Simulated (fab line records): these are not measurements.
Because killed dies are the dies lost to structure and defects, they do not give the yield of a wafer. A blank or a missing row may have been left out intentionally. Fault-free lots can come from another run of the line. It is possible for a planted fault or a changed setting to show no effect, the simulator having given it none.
fab line records -- flow nandHarc -- part 1 of 2: steps 1 to 4 of 6
[record] lots = 24, wafers = 72, lastDay = 24
route steps=1159 shown A_STAIRCASE@700 A_SGD_CUT@760 A_SLIT@794
lots that met no fault: taken from a fault-free run of the same line
startH: the number of hours between the record's first day and the start of the first shown wafer of the lot -- waitH: hours from the lot's prior step to this one -- " same as the row above -- L1.1+2: several wafers, shown together as one row -- - no value, or no start was given -- * or withheld: withheld -- < > ~ a bound
route shown NAME@n: names a module that has steps shown in the file, with the first one's number in the route -- usual: mean/standard deviation of fault-free wafers -- same: alike in all rows -- chamber/n: place in a boat -- sites: per-site readings -- _std_site: standard deviation of those values -- _edge_site: outer sites' mean less inner sites' -- radiusMm: for every site, how far away it sits from the centre of the wafer -- mask NAME#n: copy n -- behind: the last tool/chamber to shape the wafer -- hold: reason for holding the lot/hours on hold/outcome of the hold -- device: the n, p or np transistor that did not switch -- end of line: the tests these same wafers got at the end of their route -- a step given without rows: its recipe and nothing more -- killed: count of dies lost to structure and defects at first sort (not the wafer's yield) -- map: the dies of a wafer, with x for killed, . for not killed, _ for no die there
set.NAME: the run value of the setting; set.NAME@STEP: its run value at that earlier step -- model.NAME: the simulator's own value behind a step, which no gauge read
route steps across a sampled set of lots; one table per step, one row per wafer
services: from which hour (startH, from the record's first day; less than 0 if before it) a tool's chamber was out of use, for how many hours, and why
[[steps]]
[step NHARC_A_STAIRCASE_STRIP_476]
[recipe] timeS = 20, o2FlowSccm = 500, arFlowSccm = 0, biasW = 0, chemistry = O2
[usual] drypumpMotorCurrentA = 5.5/0.33, oesProductAu = 1.001/0.0068, rfVppV = 57.9/0.92, showerheadPlenumPTorr = 3.58/0.13, throttleValvePct = 17.038/0.0082
lot.wafer,tool,chamber,startH,waitH,drypumpMotorCurrentA,oesProductAu,rfHoursCounterH,rfVppV,showerheadPlenumPTorr,throttleValvePct
L075.1,rieDiel-07,2,265.67,0.1,5.6,0.998,13,57.9,3.63,17.037
L075.2,rieDiel-07,0,265.67,0.1,5.7,1.002,12,56.2,3.66,17.035
L075.5,rieDiel-07,1,265.67,0.1,5.6,1.003,-,57.1,3.56,17.041
L074.1,rieDiel-07,1,272.65,0.1,5.6,0.995,16,58.2,3.56,17.037
L074.6,rieDiel-07,2,272.65,0.1,5.6,1.003,-,59.8,3.63,17.047
L074.4,rieDiel-07,1,272.65,0.1,5.6,0.996,-,59.0,3.56,17.025
L076.1,rieDiel-07,1,276.44,0.1,5.6,0.994,18,58.4,3.56,17.028
L076.4,rieDiel-07,1,276.44,0.1,5.6,1.008,-,57.5,3.56,17.047
L076.6,rieDiel-07,1,276.44,0.1,5.6,0.999,-,59.1,3.56,17.034
L078.2,rieDiel-07,1,276.84,0.1,5.6,0.998,18,57.6,3.56,17.028
L078.1,rieDiel-07,3,276.84,0.1,5.4,1.000,15,56.5,3.54,17.032
L078.3,rieDiel-07,1,276.84,0.1,5.6,0.994,-,58.6,3.56,17.036
L077.2,rieDiel-07,3,279.12,0.1,5.5,1.002,16,57.1,3.54,17.045
L077.1,rieDiel-07,1,279.12,0.1,5.6,0.994,19,57.8,3.56,17.031
L077.6,rieDiel-07,3,279.12,0.1,5.4,1.002,-,57.2,3.54,17.054
L079.2,rieDiel-02,1,287.26,0.1,5.5,0.989,50,58.4,3.35,17.051
L079.4,rieDiel-02,0,287.26,0.1,5.8,0.999,51,57.5,3.41,17.040
L079.6,rieDiel-02,2,287.26,0.1,5.2,1.014,-,59.2,3.78,17.039
L080.3,rieDiel-02,0,299.30,0.1,5.8,1.014,55,57.7,3.41,17.036
L080.5,rieDiel-02,0,299.30,0.1,5.8,1.006,-,55.7,3.41,17.029
L080.4,rieDiel-02,1,299.30,0.1,5.5,1.004,-,58.4,3.35,17.028
L081.2,rieDiel-07,3,303.41,1.5,5.5,1.003,29,58.6,3.53,17.045
L081.1,rieDiel-07,1,303.41,1.5,5.6,0.996,31,58.9,3.55,17.033
L081.6,rieDiel-07,0,303.41,1.5,5.7,1.000,-,58.6,3.65,17.037
L082.1,rieDiel-02,0,319.19,0.1,5.9,0.994,64,58.4,3.40,17.042
L082.5,rieDiel-02,0,319.19,0.1,5.9,1.003,-,58.0,3.40,17.047
L082.6,rieDiel-02,1,319.19,0.1,5.5,1.009,-,56.1,3.35,17.036
L083.1,rieDiel-06,1,320.01,0.1,5.2,0.997,25,56.4,3.55,17.043
L083.3,rieDiel-06,2,320.01,0.1,5.3,1.007,24,57.5,3.76,17.035
L083.5,rieDiel-06,0,320.01,0.1,5.0,1.007,-,55.8,3.70,17.032
L084.3,rieDiel-06,3,324.11,0.1,4.8,0.992,26,57.1,3.76,17.039
L084.5,rieDiel-06,2,324.11,0.1,5.3,1.011,-,57.5,3.76,17.041
L084.6,rieDiel-06,3,324.11,0.1,4.8,0.998,-,59.3,3.76,17.037
L087.4,rieDiel-06,2,340.70,0.1,5.3,0.997,33,58.5,3.75,17.024
L087.2,rieDiel-06,3,340.70,0.1,4.8,0.983,34,58.5,3.75,17.044
L087.1,rieDiel-06,0,340.70,0.1,5.0,0.992,30,57.4,3.70,17.033
L086.2,rieDiel-02,3,341.02,0.1,6.1,1.000,2,57.9,3.62,17.043
L086.4,rieDiel-02,0,341.02,0.1,5.8,1.000,2,57.1,3.40,17.046
L086.1,rieDiel-02,1,341.02,0.1,5.5,0.996,2,58.5,3.34,17.036
L085.1,rieDiel-02,1,345.72,0.1,5.5,1.003,2,57.2,3.34,17.045
L085.3,rieDiel-02,2,345.72,0.1,5.2,1.004,2,58.0,3.77,17.039
L085.5,rieDiel-02,0,345.72,0.1,5.9,1.007,-,58.1,3.40,17.035
L088.1,rieDiel-06,0,352.71,0.1,5.0,0.997,33,58.4,3.70,17.026
L088.4,rieDiel-06,1,352.71,0.1,5.3,1.000,37,58.9,3.54,17.045
L088.3,rieDiel-06,2,352.71,0.1,5.3,0.989,36,58.8,3.75,17.043
L089.4,rieDiel-06,1,356.08,0.1,5.2,1.004,38,56.5,3.54,17.043
L089.3,rieDiel-06,0,356.08,0.1,5.0,1.004,34,58.8,3.70,17.045
L089.5,rieDiel-06,2,356.08,0.1,5.3,1.006,-,59.4,3.75,17.037
L090.4,rieDiel-02,0,356.18,0.1,5.8,1.000,5,57.1,3.40,17.025
L090.1,rieDiel-02,1,356.18,0.1,5.5,0.990,5,56.9,3.34,17.024
L090.3,rieDiel-02,2,356.18,0.1,5.2,0.996,5,57.7,3.77,17.047
L091.1,rieDiel-07,3,358.54,0.1,5.5,1.000,50,58.2,3.52,17.034
L091.2,rieDiel-07,0,358.54,0.1,5.7,1.005,46,57.1,3.64,17.035
L091.3,rieDiel-07,2,358.54,0.1,5.6,1.003,47,57.9,3.61,17.044
L092.1,rieDiel-07,2,370.33,0.1,5.6,0.993,51,59.7,3.61,17.032
L092.4,rieDiel-07,0,370.33,0.1,5.7,0.993,51,58.0,3.64,17.044
L092.5,rieDiel-07,3,370.33,0.1,5.5,0.997,-,59.3,3.52,17.054
L095.3,rieDiel-07,2,389.81,0.1,5.6,1.000,58,57.0,3.60,17.035
L095.2,rieDiel-07,0,389.81,0.1,5.7,1.003,58,57.3,3.63,17.042
L095.1,rieDiel-07,1,389.81,0.1,5.6,1.001,56,59.5,3.54,17.026
L096.1,rieDiel-02,1,390.46,0.1,5.5,0.998,18,57.2,3.34,17.037
L096.3,rieDiel-02,2,390.46,0.1,5.2,0.998,19,57.0,3.76,17.037
L096.4,rieDiel-02,3,390.46,0.1,6.1,1.000,19,56.0,3.61,17.032
L093.2,rieDiel-06,3,391.92,0.1,4.7,0.996,54,57.7,3.74,17.056
L093.4,rieDiel-06,1,391.92,0.1,5.2,1.012,54,58.8,3.53,17.033
L093.6,rieDiel-06,3,391.92,0.1,4.7,0.995,-,59.3,3.74,17.037
L094.4,rieDiel-07,3,392.03,0.1,5.5,0.992,62,59.5,3.52,17.035
L094.3,rieDiel-07,0,392.03,0.1,5.7,1.002,58,57.8,3.63,17.034
L094.6,rieDiel-07,2,392.03,0.1,5.7,1.008,-,58.8,3.60,17.037
L097.4,rieDiel-06,1,400.89,0.1,5.2,1.012,56,57.7,3.53,17.043
L097.1,rieDiel-06,3,400.89,0.1,4.8,0.997,58,58.3,3.74,17.029
L097.5,rieDiel-06,1,400.89,0.1,5.2,1.009,-,58.0,3.53,17.042
[step NHARC_A_STAIRCASE_CMP_450]
[recipe] targetThkNm = 200, material = SiO2
[usual] motorCurrentA = 12.3/1.2
lot.wafer,tool,chamber,startH,waitH,motorCurrentA
L075.1,cmp-03,1,303.59,-,14.3
L075.2,cmp-03,2,303.59,-,13.8
L075.5,cmp-03,0,303.59,-,9.6
L077.2,cmp-03,1,314.85,-,13.7
L077.1,cmp-03,3,314.85,-,13.1
L077.6,cmp-03,1,314.85,-,13.9
L076.4,cmp-02,0,315.03,-,13.2
L076.1,cmp-02,2,315.03,-,10.4
L076.6,cmp-02,0,315.03,-,12.5
L074.4,cmp-01,1,315.30,-,12.3
L074.1,cmp-01,0,315.30,-,12.2
L074.6,cmp-01,1,315.30,-,12.8
L078.3,cmp-01,3,316.35,-,11.2
L078.1,cmp-01,0,316.35,-,12.1
L078.2,cmp-01,2,316.35,-,10.8
L079.4,cmp-03,3,325.73,-,12.0
L079.2,cmp-03,0,325.73,-,9.4
L079.6,cmp-03,3,325.73,-,12.8
L080.3,cmp-03,2,339.57,-,13.0
L080.4,cmp-03,0,339.57,-,9.6
L080.5,cmp-03,2,339.57,-,12.5
L081.2,cmp-01,0,348.91,-,12.1
L081.1,cmp-01,1,348.91,-,12.8
L081.6,cmp-01,0,348.91,-,11.6
L082.1,cmp-01,1,361.65,-,12.5
L082.6,cmp-01,3,361.65,-,11.8
L082.5,cmp-01,0,361.65,-,12.4
L083.3,cmp-03,2,361.91,-,13.6
L083.1,cmp-03,0,361.91,-,9.9
L083.5,cmp-03,2,361.91,-,12.7
L084.3,cmp-01,3,365.81,-,11.0
L084.6,cmp-01,0,365.81,-,13.0
L084.5,cmp-01,1,365.81,-,12.0
L086.2,cmp-02,2,378.89,-,10.1
L086.4,cmp-02,3,378.89,-,14.3
L086.1,cmp-02,1,378.89,-,12.2
L087.2,cmp-02,3,379.17,-,13.8
L087.1,cmp-02,0,379.17,-,13.3
L087.4,cmp-02,2,379.17,-,10.0
L085.1,cmp-01,1,385.97,-,12.9
L085.3,cmp-01,2,385.97,-,12.4
L085.5,cmp-01,1,385.97,-,12.1
L088.4,cmp-03,1,389.84,-,13.9
L088.3,cmp-03,3,389.84,-,12.8
L088.1,cmp-03,0,389.84,-,10.1
L090.3,cmp-01,1,399.91,-,12.0
L090.4,cmp-01,3,399.91,-,10.8
L090.1,cmp-01,0,399.91,-,12.1
L091.2,cmp-01,1,400.35,-,13.0
L091.1,cmp-01,2,400.35,-,12.3
L091.3,cmp-01,0,400.35,-,13.0
L089.4,cmp-02,3,401.76,-,14.1
L089.3,cmp-02,0,401.76,-,13.3
L089.5,cmp-02,2,401.76,-,10.4
L092.4,cmp-02,0,411.45,-,13.1
L092.1,cmp-02,2,411.45,-,9.8
L092.5,cmp-02,0,411.45,-,12.9
L096.4,cmp-01,0,430.48,-,12.4
L096.1,cmp-01,2,430.48,-,11.6
L096.3,cmp-01,3,430.48,-,11.4
L095.1,cmp-02,3,430.76,-,13.8
L095.2,cmp-02,1,430.76,-,11.9
L095.3,cmp-02,2,430.76,-,10.3
L094.3,cmp-03,1,431.60,-,13.7
L094.4,cmp-03,2,431.60,-,12.7
L094.6,cmp-03,1,431.60,-,13.8
L093.4,cmp-03,2,432.69,-,13.7
L093.2,cmp-03,1,432.69,-,13.8
L093.6,cmp-03,3,432.69,-,12.1
L097.4,cmp-01,3,443.46,-,11.3
L097.1,cmp-01,0,443.46,-,12.4
L097.5,cmp-01,2,443.46,-,11.3
[step NHARC_A_SGD_CUT_INSPECT_11]
[usual] rawDefectCount = 19/9.5
lot.wafer,tool,chamber,startH,waitH,rawDefectCount
L075.1,defectInspect-01,-,306.48,0.0,20
L075.2,defectInspect-01,-,306.48,0.0,11
L075.5,defectInspect-01,-,306.48,0.0,12
L077.1,defectInspect-02,-,317.88,0.0,18
L077.2,defectInspect-02,-,317.88,0.0,17
L077.6,defectInspect-02,-,317.88,0.0,20
L076.1,defectInspect-01,-,317.98,0.0,6
L076.4,defectInspect-01,-,317.98,0.0,7
L076.6,defectInspect-01,-,317.98,0.0,4
L074.1,defectInspect-02,-,318.23,0.0,8
L074.4,defectInspect-02,-,318.23,0.0,7
L074.6,defectInspect-02,-,318.23,0.0,5
L078.1,defectInspect-01,-,319.01,0.0,19
L078.2,defectInspect-01,-,319.01,0.0,24
L078.3,defectInspect-01,-,319.01,0.0,27
L079.2,defectInspect-01,-,328.64,0.0,6
L079.4,defectInspect-01,-,328.64,0.0,4
L079.6,defectInspect-01,-,328.64,0.0,9
L080.3,defectInspect-01,-,342.32,0.0,21
L080.4,defectInspect-01,-,342.32,0.0,16
L080.5,defectInspect-01,-,342.32,0.0,32
L081.1,defectInspect-02,-,351.64,0.0,6
L081.2,defectInspect-02,-,351.64,0.0,13
L081.6,defectInspect-02,-,351.64,0.0,4
L082.1,defectInspect-01,-,364.47,0.0,37
L082.5,defectInspect-01,-,364.47,0.0,28
L082.6,defectInspect-01,-,364.47,0.0,21
L083.1,defectInspect-01,-,364.63,0.0,6
L083.3,defectInspect-01,-,364.63,0.0,9
L083.5,defectInspect-01,-,364.63,0.0,9
L084.3,defectInspect-01,-,368.59,0.0,27
L084.5,defectInspect-01,-,368.59,0.0,30
L084.6,defectInspect-01,-,368.59,0.0,26
L086.1,defectInspect-02,-,381.89,0.0,7
L086.2,defectInspect-02,-,381.89,0.0,22
L086.4,defectInspect-02,-,381.89,0.0,16
L087.1,defectInspect-01,-,382.14,0.0,12
L087.2,defectInspect-01,-,382.14,0.0,7
L087.4,defectInspect-01,-,382.14,0.0,10
L085.1,defectInspect-01,-,388.63,0.0,22
L085.3,defectInspect-01,-,388.63,0.0,33
L085.5,defectInspect-01,-,388.63,0.0,23
L088.1,defectInspect-01,-,392.55,0.0,9
L088.3,defectInspect-01,-,392.55,0.0,23
L088.4,defectInspect-01,-,392.55,0.0,20
L090.1,defectInspect-02,-,402.79,0.0,16
L090.3,defectInspect-02,-,402.79,0.0,16
L090.4,defectInspect-02,-,402.79,0.0,9
L091.1,defectInspect-02,-,403.19,0.0,38
L091.2,defectInspect-02,-,403.19,0.0,26
L091.3,defectInspect-02,-,403.19,0.0,38
L089.3,defectInspect-01,-,404.63,0.0,35
L089.4,defectInspect-01,-,404.63,0.0,29
L089.5,defectInspect-01,-,404.63,0.0,24
L092.1,defectInspect-01,-,414.40,0.0,17
L092.4,defectInspect-01,-,414.40,0.0,12
L092.5,defectInspect-01,-,414.40,0.0,9
L096.1,defectInspect-02,-,433.20,0.0,20
L096.3,defectInspect-02,-,433.20,0.0,22
L096.4,defectInspect-02,-,433.20,0.0,15
L095.1,defectInspect-01,-,433.52,0.1,29
L095.2,defectInspect-01,-,433.52,0.1,27
L095.3,defectInspect-01,-,433.52,0.1,35
L094.3,defectInspect-01,-,434.33,0.0,39
L094.4,defectInspect-01,-,434.33,0.0,36
L094.6,defectInspect-01,-,434.33,0.0,44
L093.2,defectInspect-02,-,435.43,0.0,20
L093.4,defectInspect-02,-,435.43,0.0,14
L093.6,defectInspect-02,-,435.43,0.0,15
L097.1,defectInspect-02,-,446.08,0.0,19
L097.4,defectInspect-02,-,446.08,0.0,15
L097.5,defectInspect-02,-,446.08,0.0,12
[step NHARC_A_SGD_CUT_ETCH_15]
[recipe] targetDepthA = 750, timeS = 64.3, ch3fFlowSccm = 50, o2FlowSccm = 30, arFlowSccm = 200, rfW = 500, biasW = 100, chemistry = CH3F/O2
[usual] drypumpMotorCurrentA = 5.8/0.49, oesProductAu = 0.962/0.012, rfVppV = 263.9/2, showerheadPlenumPTorr = 2.46/0.12, throttleValvePct = 20.664/0.0091
lot.wafer,tool,chamber,startH,waitH,drypumpMotorCurrentA,oesProductAu,rfHoursCounterH,rfVppV,showerheadPlenumPTorr,throttleValvePct
L075.1,rieDiel-05,3,-,-,5.7,0.953,13,261.3,2.29,20.656
L075.2,rieDiel-05,1,-,-,5.4,0.969,13,262.2,2.37,20.682
L075.5,rieDiel-05,3,-,-,5.7,0.944,-,261.6,2.29,20.670
L077.2,rieDiel-05,3,-,-,5.6,0.938,15,260.9,2.29,20.667
L077.1,rieDiel-05,1,-,-,5.4,0.968,15,262.1,2.37,20.661
L077.6,rieDiel-05,2,-,-,6.3,0.953,-,266.9,2.59,20.663
L076.1,rieDiel-10,2,-,-,6.4,0.952,9,265.9,2.62,20.657
L076.4,rieDiel-10,0,-,-,6.3,0.968,10,266.5,2.64,20.675
L076.6,rieDiel-10,2,-,-,6.4,0.957,-,268.6,2.62,20.647
L074.1,rieDiel-12,1,-,-,5.5,0.954,11,265.2,2.54,20.675
L074.6,rieDiel-12,1,-,-,5.5,0.951,-,265.5,2.54,20.658
L074.4,rieDiel-12,0,-,-,6.7,0.953,-,262.1,2.38,20.665
L078.1,rieDiel-10,1,-,-,5.3,0.938,10,260.6,2.30,20.672
L078.2,rieDiel-10,2,-,-,6.4,0.968,10,265.3,2.62,20.646
L078.3,rieDiel-10,3,-,-,5.3,0.977,8,264.7,2.51,20.671
L079.2,rieDiel-10,0,-,-,6.3,0.967,11,265.8,2.64,20.651
L079.4,rieDiel-10,2,-,-,6.4,0.971,10,266.1,2.62,20.656
L079.6,rieDiel-10,3,-,-,5.3,0.976,-,265.1,2.51,20.653
L080.3,rieDiel-10,0,-,-,6.4,0.971,12,266.8,2.64,20.659
L080.4,rieDiel-10,1,-,-,5.3,0.964,12,261.4,2.30,20.658
L080.5,rieDiel-10,1,-,-,5.3,0.961,-,261.3,2.30,20.675
L081.2,rieDiel-05,2,-,-,6.3,0.970,0,266.7,2.59,20.651
L081.1,rieDiel-05,0,-,-,5.3,0.968,0,263.6,2.46,20.659
L081.6,rieDiel-05,2,-,-,6.3,0.962,-,267.0,2.59,20.674
L082.1,rieDiel-05,0,-,-,5.3,0.973,1,264.4,2.46,20.668
L082.6,rieDiel-05,0,-,-,5.3,0.978,-,264.0,2.46,20.664
L082.5,rieDiel-05,1,-,-,5.4,0.963,-,260.9,2.37,20.657
L083.3,rieDiel-12,1,-,-,5.4,0.954,16,265.3,2.54,20.661
L083.1,rieDiel-12,2,-,-,5.8,0.947,15,264.1,2.36,20.647
L083.5,rieDiel-12,2,-,-,5.8,0.954,-,264.0,2.36,20.673
L084.3,rieDiel-12,1,-,-,5.4,0.961,17,264.5,2.54,20.673
L084.5,rieDiel-12,1,-,-,5.5,0.963,-,265.9,2.54,20.667
L084.6,rieDiel-12,0,-,-,6.7,0.956,-,262.4,2.38,20.656
L086.1,rieDiel-05,1,-,-,5.5,0.969,3,263.2,2.36,20.659
L086.4,rieDiel-05,2,-,-,6.3,0.980,3,267.2,2.59,20.667
L086.2,rieDiel-05,3,-,-,5.6,0.963,3,261.4,2.29,20.661
L087.2,rieDiel-10,0,-,-,6.3,0.988,1,266.1,2.64,20.664
L087.4,rieDiel-10,1,-,-,5.2,0.958,1,261.2,2.30,20.663
L087.1,rieDiel-10,2,-,-,6.4,0.964,1,266.9,2.62,20.669
L085.3,rieDiel-12,3,-,-,5.8,0.968,0,264.2,2.54,20.666
L085.1,rieDiel-12,0,-,-,6.8,0.968,0,262.8,2.37,20.675
L085.5,rieDiel-12,3,-,-,5.7,0.973,-,264.6,2.54,20.685
L088.1,rieDiel-10,3,-,-,5.3,0.978,2,263.4,2.51,20.663
L088.3,rieDiel-10,0,-,-,6.3,0.965,2,265.4,2.64,20.668
L088.4,rieDiel-10,2,-,-,6.4,0.959,2,265.8,2.62,20.652
L090.4,rieDiel-05,1,-,-,5.4,0.971,6,261.8,2.36,20.664
L090.1,rieDiel-05,2,-,-,6.3,0.960,6,264.9,2.59,20.662
L090.3,rieDiel-05,0,-,-,5.3,0.967,6,261.7,2.46,20.676
L091.2,rieDiel-12,0,-,-,6.7,0.970,2,261.8,2.37,20.671
L091.1,rieDiel-12,1,-,-,5.4,0.976,1,264.8,2.54,20.668
L091.3,rieDiel-12,3,-,-,5.7,0.955,2,265.3,2.54,20.670
L089.4,rieDiel-05,1,-,-,5.4,0.973,7,262.4,2.36,20.674
L089.3,rieDiel-05,2,-,-,6.3,0.964,6,266.1,2.59,20.652
L089.5,rieDiel-05,0,-,-,5.3,0.962,-,264.2,2.46,20.668
L092.1,rieDiel-12,2,-,-,5.8,0.952,3,261.5,2.36,20.669
L092.4,rieDiel-12,3,-,-,5.7,0.933,4,264.4,2.54,20.663
L092.5,rieDiel-12,1,-,-,5.4,0.932,-,265.2,2.54,20.652
L096.4,rieDiel-05,0,-,-,5.3,0.950,9,264.8,2.46,20.648
L096.1,rieDiel-05,1,-,-,5.4,0.970,10,263.2,2.36,20.667
L096.3,rieDiel-05,3,-,-,5.6,0.951,9,260.9,2.28,20.672
L095.3,rieDiel-12,1,-,-,5.4,0.956,5,265.4,2.54,20.652
L095.2,rieDiel-12,2,-,-,5.8,0.955,6,261.5,2.36,20.665
L095.1,rieDiel-12,3,-,-,5.7,0.943,7,266.4,2.53,20.677
L094.3,rieDiel-10,2,-,-,6.4,0.952,6,266.4,2.62,20.664
L094.6,rieDiel-10,0,-,-,6.3,0.969,-,266.2,2.64,20.658
L094.4,rieDiel-10,2,-,-,6.4,0.939,-,266.6,2.61,20.671
L093.2,rieDiel-05,2,-,-,6.2,0.970,10,265.5,2.59,20.666
L093.4,rieDiel-05,3,-,-,5.7,0.963,10,261.5,2.28,20.657
L093.6,rieDiel-05,2,-,-,6.2,0.977,-,266.6,2.59,20.675
L097.4,rieDiel-10,1,-,-,5.2,0.980,7,262.1,2.29,20.653
L097.1,rieDiel-10,2,-,-,6.4,0.956,7,266.3,2.61,20.663
L097.5,rieDiel-10,2,-,-,6.5,0.948,-,265.8,2.61,20.655
